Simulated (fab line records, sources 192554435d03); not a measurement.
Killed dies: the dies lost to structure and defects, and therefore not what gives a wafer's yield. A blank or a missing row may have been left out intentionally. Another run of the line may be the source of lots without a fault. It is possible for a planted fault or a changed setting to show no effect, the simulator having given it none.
fab line records | flow n5-finfet
[record] lots = 4 wafers = 12 last-day = 18
route steps=1938 shown BEOL_M8@1392 BEOL_M9@1401
lots untouched by any fault: they come from a run of this same line in which no faults occurred
start-h: the number of hours between the record's first day and the start of the first shown wafer of the lot | wait-h: hours since the lot's step before | " as in the row above | L1.1+2: one row covering several wafers at once | - no value, or no start was given | * or withheld: withheld | < > ~ a bound
route shown NAME@n: names a module that has steps shown in the file, with the first one's number in the route | usual: mean and standard deviation over wafers with no fault | same: alike in all rows | chamber/n: place in a boat | sites: readings site by site | _std_site: their standard deviation | _edge_site: mean of outer sites minus mean of inner sites | radius-mm: how far each site lies from the wafer's centre | mask NAME#n: copy n | behind: the tool/chamber that last shaped the wafer | hold: why the lot was held/for how many hours/how that ended | device: the n, p or np transistor that did not switch | end of line: the route-end tests of the same wafers | a step given without rows: its recipe and nothing more | killed: not the wafer's yield, but the dies lost to structure and defects at the first sort | map: shows each die of a wafer: x if killed, . if not, _ if none is there
set.NAME: the setting the step ran with; set.NAME@STEP: the setting that earlier step ran with | model.NAME: the simulator's own value behind a step, which no gauge read
lots seen at some steps along the route; tables by step, rows by wafer
services: when a tool's chamber went out of use (start-h, in hours from the record's first day, below 0 if earlier), for how many hours, and the reason
[[steps]]
[step N5_BEOL_M8_SPUTTER_48]
[recipe] material = Cu target-thk-a = 100 temp-c = -20 bias-v = 60 power-w = 26000 chamber-pressure-pa = 0.13 time-s = 1.667
[step N5_BEOL_M8_ECD_50]
[recipe] material = Cu target-thk-a = 3000
[step N5_BEOL_M8_ANNEAL_51]
[recipe] temp-c = 225 time-s = 90 ambient = N2
[step N5_BEOL_M8_CMP_52]
[recipe] stop-on = SiCOH_lowk t-overpolish-s = 6.9 down-force-psi = 1 platen-rpm = 50 clearing-platen-down-force-psi = 1.5 clearing-platen-rpm = 50 post-cmp-clean = cu-alkaline target-thk-nm = 80 clearing-platen-pad-velocity-m-s = 0.99484 pad-velocity-m-s = 0.99484
[step N5_BEOL_M8_PRE_CLEAN_55]
[recipe] gas = NH3 time-s = 15 temp-c = withheld rf-power-w = 300
[step N5_BEOL_M8_DEP_56]
[recipe] material = SiCN target-thk-a = 100 temp-c = withheld precursor = 3MS/NH3 pressure-torr = 3 rf-w = 202 time-s = 17.5
[step N5_BEOL_M9_ILD_DEP_00]
[recipe] material = SiCOH_lowk target-thk-a = 3085.1 temp-c = 300 precursor = DEMS/porogen pressure-torr = 5 rf-w = 500 time-s = 58
[step N5_BEOL_M9_CURE_71]
[recipe] temp-c = 385 time-s = 240 ambient = He/Ar material = SiCOH_lowk
[step N5_BEOL_M9_PECVD_70]
[recipe] material = SiO2 target-thk-a = 200 temp-c = 400 precursor = TEOS/O2 pressure-torr = 5.5 rf-w = 450 teos-flow-sccm = 53.8 gas = O2 flow-sccm = 3000 time-s = 22.7
[usual] chamber-pressure-Torr = 5.500/0.013 heater-power-w = 684/82 showerhead-plenum-p-Torr = 8.79/0.07 susceptor-temp-C = 399.99/0.21 throttle-valve-pct = 21.9/1
[same] time-s = 22.7
// columns lot.wafer tool chamber start-h wait-h chamber-pressure-Torr heater-power-w showerhead-plenum-p-Torr susceptor-temp-C throttle-valve-pct model.SiO2_of_BEOL_M9_PECVD_70.thk-nm
L591.1 pecvd-01 0 203.08 0.0 5.499 642 8.64 400.10 22.4 19.8
L591.4 " 0 " " 5.510 635 8.65 400.19 22.9 20.4
L591.5 " 1 " " 5.516 632 8.73 400.23 22.4 20.2
L605.1 pecvd-01 0 289.72 0.0 5.478 744 8.63 407.96 22.6 18.8
L605.4 " 2 " " 5.475 679 8.78 408.08 20.3 19.2
L605.6 " 1 " " 5.478 631 8.75 408.29 22.5 19.4
L608.2 pecvd-01 0 310.04 0.0 5.495 734 8.64 408.17 22.6 18.4
L608.5 " 2 " " 5.506 691 8.76 407.69 20.2 19
L608.6 " 1 " " 5.502 588 8.72 408.05 22.4 19.2
L614.3 pecvd-02 2 361.31 0.0 5.497 665 8.91 399.90 21.4 20
L614.4 " 0 " " 5.501 694 8.83 400.03 22.0 20
L614.5 " 1 " " 5.485 764 8.82 400.11 23.6 20.2
[step N5_BEOL_M9_HM_DEP_02]
[recipe] material = TiN target-thk-a = 200 temp-c = 25 chamber-pressure-pa = 0.49996
[step N5_BEOL_M9_COAT_59]
[recipe] resist = SOC temp-c = 250 time-s = 60 spin-rpm = 1500 resist-thk-nm = 100
[step N5_BEOL_M9_COAT_60]
[recipe] resist = SiARC temp-c = 220 time-s = 60 spin-rpm = 1500 resist-thk-nm = 30
[step N5_BEOL_M9_COAT_05]
[recipe] resist = CAR-ArF spin-rpm = 1500 resist-thk-nm = 90
[step N5_BEOL_M9_EBR_07]
[recipe] solvent = PGMEA ebr-width-mm = 1.5
[step N5_BEOL_M9_SOFTBAKE_06]
[recipe] temp-c = 110 time-s = 60 resist = CAR-ArF
[step N5_BEOL_M9_EXPOSE_08]
[recipe] mask-id = M9 na = 1.35 source-shape = dipole sigma-inner = 0.411 sigma-outer = 0.611 polarization = te dose-mj = 53.75
[step N5_BEOL_M9_PEB_09]
[recipe] peb-temp-c = withheld peb-time-s = 60 resist = CAR-ArF
[step N5_BEOL_M9_DEVELOP_10]
[recipe] develop-time-s = 30 developer = TMAH resist = CAR-ArF rinse-liquid = diw dry = air-spin dev-temp-c = 23
[step N5_BEOL_M9_DESCUM_16]
[recipe] chemistry = O2 time-s = 7.9 source-power-w = 50 bias-power-w = 20 pressure-mtorr = 20 rf-frequency-hz = 2.712e+07 temp-c = 40 resist = CAR-ArF o2-flow-sccm = 225
[step N5_BEOL_M9_ETCH_61]
[recipe] chemistry = CF4 target = SiARC target-depth-a = 390 mask-material = CAR-ArF time-s = 65 ion-energy-ev = 80 pressure-mtorr = 40 source-w = 545 bias-w = 36 Ar_flow_sccm = 100 cf4-flow-sccm = 100 ends = cleared
[step N5_BEOL_M9_ETCH_62]
[recipe] chemistry = N2/H2 target = SOC target-depth-a = 1100 overetch-a = 220 mask-material = SiARC temp-c = 40 time-s = 165 ion-energy-ev = 200 pressure-mtorr = 30 source-w = 840 bias-w = 150 n2-flow-sccm = 200 h2-flow-sccm = 200
[step N5_BEOL_M9_STRIP_68]
[recipe] chemistry = N2/H2 temp-c = 40 n2-flow-sccm = 200 h2-flow-sccm = 200 rf-frequency-hz = 6e+07
[step N5_BEOL_M9_STRIP_67]
[recipe] chemistry = CF4 resist = SiARC power-w = 300 bias-power-w = 75 pressure-mtorr = 50 cf4-flow-sccm = 150 rf-frequency-hz = 6e+07
[step N5_BEOL_M9_HM_OPEN_17]
[recipe] chemistry = Cl2/BCl3 target-depth-a = 200 overetch-a = 60 target = TiN mask-material = SOC ion-energy-ev = 150 pressure-mtorr = 10 icp-w = 1000 bias-w = 126 Cl2_flow_sccm = 53.25 bcl3-flow-sccm = 21.75 Ar_flow_sccm = 25
[step N5_BEOL_M9_STRIP_19]
[recipe] chemistry = O2 power-w = 400 temp-c = 40 pressure-mtorr = 30 rf-frequency-hz = 6e+07 bias-power-w = 0 overash-fraction = 0.2 o2-flow-sccm = 225
[step N5_BEOL_M9_COAT_63]
[recipe] resist = SOC temp-c = 250 time-s = 60 spin-rpm = 1500 resist-thk-nm = 60
[step N5_BEOL_M9_COAT_64]
[recipe] resist = SiARC temp-c = 220 time-s = 60 spin-rpm = 1500 resist-thk-nm = 12
[step N5_BEOL_M9_COAT_75]
[recipe] resist = underlayer temp-c = 205 time-s = 60 spin-rpm = 1500 resist-thk-nm = 5
[step N5_BEOL_M9_COAT_22]
[recipe] resist = CAR-EUV spin-rpm = 1500 resist-thk-nm = 30
[step N5_BEOL_M9_EBR_24]
[recipe] solvent = PGMEA ebr-width-mm = 1.5
[step N5_BEOL_M9_SOFTBAKE_23]
[recipe] temp-c = 110 time-s = 60 resist = CAR-EUV
[step N5_BEOL_M9_EXPOSE_25]
[recipe] mask-id = V8 na = 0.33 source-shape = annular sigma-inner = 0.4 sigma-outer = 0.8 polarization = unpolarized dose-mj = 37.25
[step N5_BEOL_M9_PEB_26]
[recipe] peb-temp-c = 100 peb-time-s = 60 resist = CAR-EUV
[step N5_BEOL_M9_DEVELOP_27]
[recipe] develop-time-s = 30 developer = TMAH resist = CAR-EUV rinse-liquid = surfactant-rinse dry = air-spin dev-temp-c = 23
[step N5_BEOL_M9_HM_STRIP_39]
[recipe] chemistry = peroxide-tin-strip material = TiN target-depth-a = 250 temp-c = 50 time-s = 158
[usual] bath-guard-temp-C = 50.1/0.45
[same] time-s = 158
// columns lot.wafer tool chamber start-h wait-h bath-guard-temp-C model.SiO2_of_BEOL_M9_PECVD_70.thk-nm
L591.1 wet-bench-06 1 205.71 0.0 50.7 19.6
L591.4 " 4 " " 50.1 20.2
L591.5 " 2 " " 50.9 20
L605.1 wet-bench-05 0 292.71 0.0 49.5 18.6
L605.4 " 4 " " 49.4 19.2
L605.6 " 7 " " 50.6 19.2
L608.2 wet-bench-06 2 315.92 0.0 50.4 18.2
L608.5 " 5 " " 50.0 18.8
L608.6 " 7 " " 50.5 19
L614.3 wet-bench-06 0 366.25 0.0 49.2 19.8
L614.4 " 2 " " 50.6 20
L614.5 " 5 " " 50.1 20
[[services]]
// columns tool chamber start-h hours kind
pecvd-02 2 191.46 2.1 scheduled-down
pecvd-02 - 206.05 3.1 repair
pecvd-02 2 215.16 - clean
pecvd-02 2 215.16 - consumable-replace:showerhead
pecvd-02 2 215.16 29.0 scheduled-down
pecvd-02 2 215.16 29.0 vent-cycle
pecvd-02 - 217.20 2.8 pm
pecvd-02 1 235.00 3.7 repair
wet-bench-05 - 255.96 7.4 repair
pecvd-02 2 267.67 5.0 scheduled-down
pecvd-01 1 298.30 2.1 scheduled-down
pecvd-01 2 347.36 12.4 repair
[[key]]
[first-sign] step = N5_BEOL_M9_PECVD_70 reading = susceptor-temp-C direction = up sigmas = 39 usual = * struck = *
effect none on later readings
[model-effect] step = N5_BEOL_M9_PECVD_70 value = SiO2_of_BEOL_M9_PECVD_70.thk-nm without = 20.13 struck = 19
[model-effect] step = N5_BEOL_M9_HM_STRIP_39 value = SiO2_of_BEOL_M9_PECVD_70.thk-nm without = 19.93 struck = 18.83
met-at N5_BEOL_M9_PECVD_70
struck-wafers L605.1,L605.4,L605.6,L608.2,L608.5,L608.6
onset-between 203.08 289.72
[fault] kind = process-parameter-drift tool = pecvd-01 chamber = - onset-h = 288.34 steps = N5_BEOL_M9_PECVD_70 channel = temp-c offset = * shape = step end-h = 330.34 acts-in = * stated = *
